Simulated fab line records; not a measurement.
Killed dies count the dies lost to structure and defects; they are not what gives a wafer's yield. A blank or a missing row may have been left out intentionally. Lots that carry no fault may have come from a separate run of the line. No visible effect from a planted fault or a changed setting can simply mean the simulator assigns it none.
Matching of chambers :: flow nand_harc :: NHARC_A_STAIRCASE_DESCUM_291 on rie_diel-01: 4 sister chambers
The step chemistry O2, time 3 s. 8 wafers are shown with their chamber, then 10 later ones without.

WAFERS, EACH WITH ITS CHAMBER
wafer: L080.5
chamber: 1
showerhead_plenum_p_Torr (Torr): 1.96
drypump_motor_current_A (A): 4.8

wafer: L082.5
chamber: 1
showerhead_plenum_p_Torr (Torr): 1.95
drypump_motor_current_A (A): 4.8

wafer: L085.5
chamber: 2
showerhead_plenum_p_Torr (Torr): 1.80
drypump_motor_current_A (A): 5.9

wafer: L086.2
chamber: 0
showerhead_plenum_p_Torr (Torr): 1.87
drypump_motor_current_A (A): 5.7

wafer: L086.5
chamber: 3
showerhead_plenum_p_Torr (Torr): 1.80
drypump_motor_current_A (A): 5.2

wafer: L086.6
chamber: 0
showerhead_plenum_p_Torr (Torr): 1.87
drypump_motor_current_A (A): 5.7

wafer: L089.3
chamber: 2
showerhead_plenum_p_Torr (Torr): 1.79
drypump_motor_current_A (A): 5.9

wafer: L089.5
chamber: 3
showerhead_plenum_p_Torr (Torr): 1.80
drypump_motor_current_A (A): 5.3

WAFERS MISSING THEIR CHAMBER
wafer: L089.6
showerhead_plenum_p_Torr (Torr): 1.86
drypump_motor_current_A (A): 5.7

wafer: L090.1
showerhead_plenum_p_Torr (Torr): 1.80
drypump_motor_current_A (A): 5.2

wafer: L090.2
showerhead_plenum_p_Torr (Torr): 1.95
drypump_motor_current_A (A): 4.8

wafer: L090.3
showerhead_plenum_p_Torr (Torr): 1.86
drypump_motor_current_A (A): 5.7

wafer: L092.1
showerhead_plenum_p_Torr (Torr): 1.80
drypump_motor_current_A (A): 5.2

wafer: L092.2
showerhead_plenum_p_Torr (Torr): 1.95
drypump_motor_current_A (A): 4.8

wafer: L092.5
showerhead_plenum_p_Torr (Torr): 1.79
drypump_motor_current_A (A): 5.9

wafer: L096.1
showerhead_plenum_p_Torr (Torr): 1.86
drypump_motor_current_A (A): 5.7

wafer: L096.3
showerhead_plenum_p_Torr (Torr): 1.79
drypump_motor_current_A (A): 5.2

wafer: L096.6
showerhead_plenum_p_Torr (Torr): 1.79
drypump_motor_current_A (A): 5.2

THE CHAMBER EACH PASSED THROUGH
wafer: L089.6
from the rows above: 0
in truth: 0

wafer: L090.1
from the rows above: 3
in truth: 3

wafer: L090.2
from the rows above: 1
in truth: 1

wafer: L090.3
from the rows above: 0
in truth: 0

wafer: L092.1
from the rows above: 3
in truth: 3

wafer: L092.2
from the rows above: 1
in truth: 1

wafer: L092.5
from the rows above: 2
in truth: 2

wafer: L096.1
from the rows above: 0
in truth: 0

wafer: L096.3
from the rows above: 3
in truth: 3

wafer: L096.6
from the rows above: 3
in truth: 3
10 of 10 placed correctly. Can't be placed from these rows: 0. Wrongly placed: 0.
How it was worked out, from the rows above alone: a wafer's distance from a chamber is the root of the sum, over the readings, of the square of ((its reading less the chamber's mean) divided by the reading's scatter). If the next closest chamber is less than 2 further off than the closest, the wafer can't be placed; otherwise it belongs to the closest. Each chamber's mean is taken over the wafers shown for it. The scatter: take each reading less its chamber's mean, square it, sum over the shown wafers, divide by the number of wafers less the number of chambers, and take the root.
